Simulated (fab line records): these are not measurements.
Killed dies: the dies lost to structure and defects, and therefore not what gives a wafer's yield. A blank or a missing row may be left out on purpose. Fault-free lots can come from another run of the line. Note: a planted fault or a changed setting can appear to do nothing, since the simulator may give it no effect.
The same fault as seen by 3 desks ; flow n5_finfet ; each desk holds nothing but its own numbers, with what lay behind them at the end

METROLOGY DESK
What the gauges read, lot by lot, whatever tool the lot ran on: means of the sampled wafers that have a number. The brackets show how far a lot's mean lies from the usual mean; more than 4 standard deviations puts the lot out of limits, marked OUT. Of its 12 readings 7 are shown: those that lie furthest out on some lot.
Columns: A = cd_nm at N5_BEOL_M2_CD_MEAS_28, usual 26.15 nm; B = DIBL_N at N5_BEOL_M4_RC_MEAS_101, usual 36.0 mV/V; C = DIBL_P at N5_BEOL_M4_RC_MEAS_101, usual 36.0 mV/V; D = ION_N at N5_BEOL_M4_RC_MEAS_101, usual 672 uA/um; E = SS_N at N5_BEOL_M4_RC_MEAS_101, usual 71.5 mV/dec; F = VT_N at N5_BEOL_M4_RC_MEAS_101, usual 250.4 mV; G = VT_P at N5_BEOL_M4_RC_MEAS_101, usual -251.0 mV
lot;first seen here;A;B;C;D;E;F;G
L690;day 7 07:24;25.79;37.3;37.7;679;71.1;249.3;-249.5
L698;day 9 07:11;26.15;35.0;33.8;660;71.2;254.5;-252.0
L697;day 9 15:44;26.04;34.0;33.5;674;70.3;251.9;-252.8
L700;day 9 18:53;26.43;34.8;34.9;676;71.7;249.7;-253.6
L701;day 10 02:43;26.20;35.5;34.5;673;71.2;249.2;-247.0
L703;day 10 23:12;26.45;35.7;36.2;667;71.5;254.6;-252.3
L710;day 12 12:29;26.34;37.4;35.6;670;71.7;248.5;-250.8
This desk found nothing out of limits on any of the 7 lots.

DESK OF THE TOOL OWNER: ald_sin-04
The tool's own readings at N5_BEOL_M2_ALD_98 (deposits SiO2, target thk 2.5 nm, pulse time 1 s, co reactant pulse time 1 s): means of the sampled wafers that have a number, for each lot that ran on this tool. The brackets show how far a lot's mean lies from the usual mean; more than 4 standard deviations puts the lot out of limits, marked OUT.
Columns: A = heater_power_w at N5_BEOL_M2_ALD_98, usual 81 W; B = precursor_pulse_height_rel at N5_BEOL_M2_ALD_98, usual 1.000
lot;first seen here;A;B
L698;day 9 07:48;81;0.999
L697;day 9 16:10;76;1.003
L700;day 9 19:10;81;0.989
L703;day 10 23:58;81;1.012
This desk found nothing out of limits on any of the 4 lots.

THE DEFECT DESK
Counts from the inspections along the route, per lot, as means over the sampled wafers that have a number. The brackets show how far a lot's mean lies from the usual mean; more than 4 standard deviations puts the lot out of limits, marked OUT.
Columns: A = raw_defect_count at N5_BEOL_M2_INSPECT_30, usual 416
lot;first seen here;A
L690;day 7 07:29;381
L698;day 9 07:17;526
L697;day 9 15:49;354
L700;day 9 18:59;362
L701;day 10 02:48;372
L703;day 10 23:17;440
L710;day 12 12:35;401
This desk found nothing out of limits on any of the 7 lots.

PUT TOGETHER
From the metrology desk's view, nothing was out of limits.
Nothing out of limits was seen by the tool owner's desk.
Nothing out of limits was seen by the defect desk.

WHAT WAS PUT IN BY THE SIMULATOR
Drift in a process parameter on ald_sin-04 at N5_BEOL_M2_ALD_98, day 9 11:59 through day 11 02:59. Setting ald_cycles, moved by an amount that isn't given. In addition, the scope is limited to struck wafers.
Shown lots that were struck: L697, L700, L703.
